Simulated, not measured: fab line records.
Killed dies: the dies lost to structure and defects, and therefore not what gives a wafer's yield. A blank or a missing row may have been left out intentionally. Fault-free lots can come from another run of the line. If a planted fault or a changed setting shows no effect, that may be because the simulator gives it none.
Which tool was responsible? :: flow n5 finfet :: Sampling: 11 lots, 32 wafers, 2 of 1938 route steps

## WHAT EACH GAUGE READ, for each wafer
N5_MOL_CONTACT_COAG_OVL_MEAS_85.
lot: L369
measured: day 5 03:15
on: overlay-02
VG_OVL (nm): 0.2 0.0 0.6

lot: L371
measured: day 5 17:27
on: overlay-02
VG_OVL (nm): -0.2 0.1 -0.6

lot: L375
measured: day 6 19:06
on: overlay-02
VG_OVL (nm): 0.5 0.6 0.3

lot: L379
measured: day 7 18:01
on: overlay-01
VG_OVL (nm): 0.0 -0.2

lot: L383
measured: day 8 15:05
on: overlay-01
VG_OVL (nm): 0.8 0.6 0.1

lot: L385
measured: day 9 02:52
on: overlay-02
VG_OVL (nm): -0.1 0.8 -0.9

lot: L386
measured: day 9 06:57
on: overlay-01
VG_OVL (nm): 0.2 1.0 1.1

lot: L387
measured: day 9 15:20
on: overlay-02
VG_OVL (nm): 0.3 -0.6 -0.4

lot: L390
measured: day 10 06:59
on: overlay-01
VG_OVL (nm): -0.3 0.1 0.2

lot: L391
measured: day 10 16:05
on: overlay-01
VG_OVL (nm): 0.4 1.6 1.0

lot: L392
measured: day 10 23:46
on: overlay-01
VG_OVL (nm): 0.6 0.4 -0.6

## WHAT TOOL EACH LOT RAN ON (gives the tool, then ch and the chambers of the sampled wafers, and finally the start)
lot: L369
N5_MOL_CONTACT_COAG_ALD_27: ald sin-02 ch 0,2,3, day 4 22:28

lot: L371
N5_MOL_CONTACT_COAG_ALD_27: ald sin-02 ch 0,2, day 5 14:41

lot: L375
N5_MOL_CONTACT_COAG_ALD_27: ald sin-02 ch 0,1,3, day 6 16:10

lot: L379
N5_MOL_CONTACT_COAG_ALD_27: ald sin-03 ch 0,1, day 7 15:06

lot: L383
N5_MOL_CONTACT_COAG_ALD_27: ald sin-03 ch 0,3, day 8 12:11

lot: L385
N5_MOL_CONTACT_COAG_ALD_27: ald sin-02 ch 0,2,3, day 9 00:06

lot: L386
N5_MOL_CONTACT_COAG_ALD_27: ald sin-01 ch 0,1, day 9 03:46

lot: L387
N5_MOL_CONTACT_COAG_ALD_27: ald sin-03 ch 0,3, day 9 12:26

lot: L390
N5_MOL_CONTACT_COAG_ALD_27: ald sin-02 ch 1,3, day 10 04:13

lot: L391
N5_MOL_CONTACT_COAG_ALD_27: ald sin-02 ch 2,3, day 10 13:08

lot: L392
N5_MOL_CONTACT_COAG_ALD_27: ald sin-01 ch 0,1,3, day 10 20:44
- N5_MOL_CONTACT_COAG_ALD_27: deposits SiOC, target thk 17 nm, pulse time 1.5 s, time 2720 s.

## THE ANSWER, worked out from the rows above alone
Rule: what is usual is taken from the lots themselves. The widest of any qualifying gaps counts: lots, ordered by their means at a reading, are off when they make up no more than a third of the lots, leave a main group of 4 or more, and stand apart from it by 3 or more times the standard deviation of that group's means. The tables above print the reading to a certain number of digits; a main group whose means all agree to those digits is not used. A lot without any number at a reading at which 4 lots or more have one is off too. Any other lot the step has rows for is counted as sound.
Nothing can be told from this: no lot is off at any reading shown.

## WHAT THE SIMULATOR HAD INSERTED
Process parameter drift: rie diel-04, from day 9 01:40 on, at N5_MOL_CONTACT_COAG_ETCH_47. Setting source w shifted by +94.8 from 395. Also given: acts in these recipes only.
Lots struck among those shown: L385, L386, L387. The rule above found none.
